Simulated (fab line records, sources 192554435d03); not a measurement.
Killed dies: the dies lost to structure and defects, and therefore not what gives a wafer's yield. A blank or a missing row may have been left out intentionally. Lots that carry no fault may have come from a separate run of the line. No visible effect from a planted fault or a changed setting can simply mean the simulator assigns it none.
Matching of chambers + flow n5-finfet + N5_MOL_CONTACT_COAG_CMP_23 on cmp-04: 4 sister chambers
The step polishes, stops on SiO2, t overpolish 1.5 s, target thk 0 nm. 16 wafers are shown with their chamber, then 8 later ones without.

== WAFERS PAIRED WITH THEIR CHAMBERS ==
| wafer  | chamber | motor-current-A (A) | overpolish-run-s (s) | time-to-endpoint-s (s) |
|--------|---------|---------------------|----------------------|------------------------|
| L446.2 | 0       | 9.0                 | 1.489                | 6.8                    |
| L446.5 | 2       | 8.7                 | 1.500                | 7.3                    |
| L446.6 | 1       | 7.3                 | 1.516                | 5.9                    |
| L447.1 | 3       | 9.9                 | 1.499                | 4.6                    |
| L447.2 | 2       | 9.3                 | 1.502                | 6.1                    |
| L447.6 | 1       | 7.6                 | 1.508                | 3.0                    |
| L450.1 | 2       | 8.8                 | 1.503                | 4.8                    |
| L450.2 | 0       | 8.9                 | 1.501                | 5.7                    |
| L450.6 | 3       | 9.2                 | 1.499                | 5.3                    |
| L451.1 | 3       | 9.7                 | 1.489                | 8.0                    |
| L451.4 | 2       | 8.6                 | 1.509                | 6.0                    |
| L451.5 | 1       | 7.8                 | 1.504                | 5.0                    |
| L462.1 | 1       | 7.2                 | 1.498                | 6.2                    |
| L462.2 | 0       | 8.8                 | 1.505                | 8.9                    |
| L462.3 | 2       | 8.0                 | 1.501                | 7.7                    |
| L463.2 | 3       | 8.9                 | 1.497                | 10.5                   |

SIGNATURES (averages over the wafers above)
| reading            | chamber 0 | chamber 1 | chamber 2 | chamber 3 | scatter within a chamber |
|--------------------|-----------|-----------|-----------|-----------|--------------------------|
| motor-current-A    | 8.900     | 7.475     | 8.680     | 9.425     | 0.381                    |
| overpolish-run-s   | 1.49833   | 1.50650   | 1.50300   | 1.49600   | 0.00597                  |
| time-to-endpoint-s | 7.133     | 5.025     | 6.380     | 7.100     | 1.8                      |
Rule: for a wafer and a chamber, the distance is found by dividing, reading by reading, the gap between the wafer's reading and the chamber's mean by the reading's scatter, squaring, summing and taking the root. If the next closest chamber is less than 2 further off than the closest, the wafer can't be placed; otherwise it belongs to the closest. How the scatter is found: for the shown wafers, subtract from each reading the mean of its chamber, square and add these, divide the total by (wafers less chambers), then take the root.

== WAFERS WITH NO CHAMBER GIVEN ==
| wafer  | motor-current-A (A) | overpolish-run-s (s) | time-to-endpoint-s (s) |
|--------|---------------------|----------------------|------------------------|
| L463.4 | 9.1                 | 1.507                | 9.3                    |
| L463.6 | 8.6                 | 1.492                | 7.9                    |
| L467.4 | 8.5                 | 1.495                | 7.6                    |
| L467.5 | 8.7                 | 1.507                | 9.6                    |
| L467.6 | 9.2                 | 1.495                | 8.1                    |
| L468.2 | 7.7                 | 1.494                | 7.6                    |
| L468.3 | 8.6                 | 1.511                | 6.6                    |
| L468.5 | 8.5                 | 1.511                | 6.9                    |

== WHICH CHAMBER EACH ONE RAN IN ==
| wafer  | from the rows above               | in truth |
|--------|-----------------------------------|----------|
| L463.4 | can't be placed: 0 or 2 or 3      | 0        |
| L463.6 | can't be placed: 0 or 2 or 3      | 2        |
| L467.4 | can't be placed: 0 or 2 or 3      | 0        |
| L467.5 | can't be placed: 2 or 0 or 3      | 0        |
| L467.6 | can't be placed: 3 or 0 or 2      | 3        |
| L468.2 | can't be placed: 1 or 2 or 0 or 3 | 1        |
| L468.3 | can't be placed: 2 or 0 or 1 or 3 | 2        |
| L468.5 | can't be placed: 2 or 0 or 1      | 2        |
0 of 8 placed correctly. Can't be placed from these rows: 8 (the true chamber is among the candidates in 8). Placed wrongly: 0.
